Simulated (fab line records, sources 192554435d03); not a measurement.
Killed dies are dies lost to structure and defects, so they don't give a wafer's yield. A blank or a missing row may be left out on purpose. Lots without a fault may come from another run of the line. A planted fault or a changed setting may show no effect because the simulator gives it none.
Split-lot experiment | flow n5_finfet | 7 lots, 39 wafers read, on a route of 1938 steps

THE SPLIT
At N5_SD_EPI_P_ETCH_16 (etches SiO2 in CHF3/O2, target depth 5 nm), the setting target_depth_a was moved away from the recipe's 50 angstrom on 12 of the 39 wafers read, by +33.5% to +56.0%. The other wafers ran this setting at the recipe's value.

The reading is taken at the split's own step.

THE READING
SiARC_of_SD_EPI_P_COAT_35.thk_nm (the simulator's own value, which no gauge read), in nm, at N5_SD_EPI_P_ETCH_16 (etches SiO2 in CHF3/O2, target depth 5 nm). The file gives no usual value for it. The 27 wafers here that ran the recipe average 11.6 nm, standard deviation 0.28 nm.

wafer  | tool, chamber at the split | target_depth_a as run, angstrom | against the recipe | SiARC_of_SD_EPI_P_COAT_35.thk_nm, nm | against lot-mates on the recipe
L082.1 | rie_diel-03, 0             | 68.95                           | +37.9%             | 10.2                                 | -1.7
L082.2 | rie_diel-03, 2             | 68.95                           | +37.9%             | 10                                   | -1.9
L082.3 | rie_diel-03, 3             | 50                              | recipe             | 11.8                                 | -
L082.4 | rie_diel-03, 1             | 50                              | recipe             | 12                                   | -
L082.5 | rie_diel-03, 1             | 50                              | recipe             | 12                                   | -
L082.6 | rie_diel-03, 2             | 68.95                           | +37.9%             | 10.2                                 | -1.7
L084.1 | rie_diel-06, 2             | 78.02                           | +56.0%             | 9.2                                  | -2.6
L084.2 | rie_diel-06, 0             | 78.02                           | +56.0%             | 9.6                                  | -2.2
L084.3 | rie_diel-06, 3             | 50                              | recipe             | 12                                   | -
L084.4 | rie_diel-06, 1             | 78.02                           | +56.0%             | 9.8                                  | -2.0
L084.5 | rie_diel-06, 1             | 50                              | recipe             | 12                                   | -
L084.6 | rie_diel-06, 2             | 50                              | recipe             | 11.4                                 | -
L085.1 | rie_diel-06, 3             | 70.26                           | +40.5%             | 10.4                                 | -1.1
L085.2 | rie_diel-06, 1             | 70.26                           | +40.5%             | 10.2                                 | -1.3
L085.3 | rie_diel-06, 0             | 50                              | recipe             | 11.6                                 | -
L085.4 | rie_diel-06, 2             | 50                              | recipe             | 11.2                                 | -
L085.5 | rie_diel-06, 0             | 50                              | recipe             | 11.6                                 | -
L085.6 | rie_diel-06, 1             | 70.26                           | +40.5%             | 10.2                                 | -1.3
L087.1 | rie_diel-01, 1             | 50                              | recipe             | 12                                   | -
L087.2 | rie_diel-01, 3             | 50                              | recipe             | 11.2                                 | -
L087.3 | rie_diel-01, 2             | 66.76                           | +33.5%             | 10.6                                 | -0.9
L087.4 | rie_diel-01, 3             | 50                              | recipe             | 11.2                                 | -
L087.5 | rie_diel-01, 2             | 66.76                           | +33.5%             | 10.6                                 | -0.9
L087.6 | rie_diel-01, 1             | 66.76                           | +33.5%             | 10.8                                 | -0.7
L088.3 | rie_diel-03, 0             | 50                              | recipe             | 11.6                                 | -
L088.5 | rie_diel-03, 0             | 50                              | recipe             | 11.4                                 | -
L088.6 | rie_diel-03, 3             | 50                              | recipe             | 11.6                                 | -
L091.1 | rie_diel-06, 0             | 50                              | recipe             | 11.6                                 | -
L091.2 | rie_diel-06, 3             | 50                              | recipe             | 11.8                                 | -
L091.3 | rie_diel-06, 2             | 50                              | recipe             | 11.2                                 | -
L091.4 | rie_diel-06, 1             | 50                              | recipe             | 11.4                                 | -
L091.5 | rie_diel-06, 1             | 50                              | recipe             | 11.4                                 | -
L091.6 | rie_diel-06, 0             | 50                              | recipe             | 11.8                                 | -
L093.1 | rie_diel-01, 2             | 50                              | recipe             | 11.6                                 | -
L093.2 | rie_diel-01, 1             | 50                              | recipe             | 11.8                                 | -
L093.3 | rie_diel-01, 3             | 50                              | recipe             | 11.2                                 | -
L093.4 | rie_diel-01, 0             | 50                              | recipe             | 11.2                                 | -
L093.5 | rie_diel-01, 2             | 50                              | recipe             | 11.6                                 | -
L093.6 | rie_diel-01, 1             | 50                              | recipe             | 11.8                                 | -

THE FIT
A straight line over all 39 wafers: SiARC_of_SD_EPI_P_COAT_35.thk_nm changes by -0.035 nm for each +1% of target_depth_a; r = -0.94; the points scatter about the line by 0.27 nm.
The same after taking each lot's own level away (the mean of its wafers on the recipe; 39 wafers): -0.0372 nm for each +1%; r = -0.93; scatter 0.29 nm.
On that fit, the largest move of target_depth_a shifts the reading by 2.1 nm.
The lots' own levels span 11.47 to 11.93 nm, that is 1.7 times the standard deviation above.
So the lot-to-lot level changes the slope little: the two slopes agree.
Check: with one of the wafers moved furthest among these (+56.0%) left out of the fit, the line predicts -1.98 nm for it against its lot-mates. It came out at -2.6 nm against them.

OTHER SPLITS ON THESE WAFERS
These wafers also went through other splits before the reading. Each is held against what the fit with the lots' levels taken away leaves over:
other split on the same wafers        | wafers away from the commonest value | r with SiARC_of_SD_EPI_P_COAT_35.thk_nm (lot level and that fit taken away)
N5_STI_FIN_REVEAL_ALD_00 target_thk_a | 15                                   | -0.18

THE WHOLE CHAIN: every reading that the file lists as answering this split, in the file's order
step                | what it does                              | reading                                                                           | change (the file's fit)                | r (the file's)
N5_SD_EPI_P_ETCH_16 | etches SiO2 in CHF3/O2, target depth 5 nm | etch.depth_nm (the simulator's own value, which no gauge read)                    | +0.0503 nm for each +1% of the setting | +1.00
N5_SD_EPI_P_ETCH_16 | etches SiO2 in CHF3/O2, target depth 5 nm | SiARC_of_SD_EPI_P_COAT_35.thk_nm (the simulator's own value, which no gauge read) | -0.0369 nm for each +1% of the setting | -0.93

THE FILE'S OWN FIT
SiARC_of_SD_EPI_P_COAT_35.thk_nm changes by -0.0369 nm for each +1% of target_depth_a, r = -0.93.
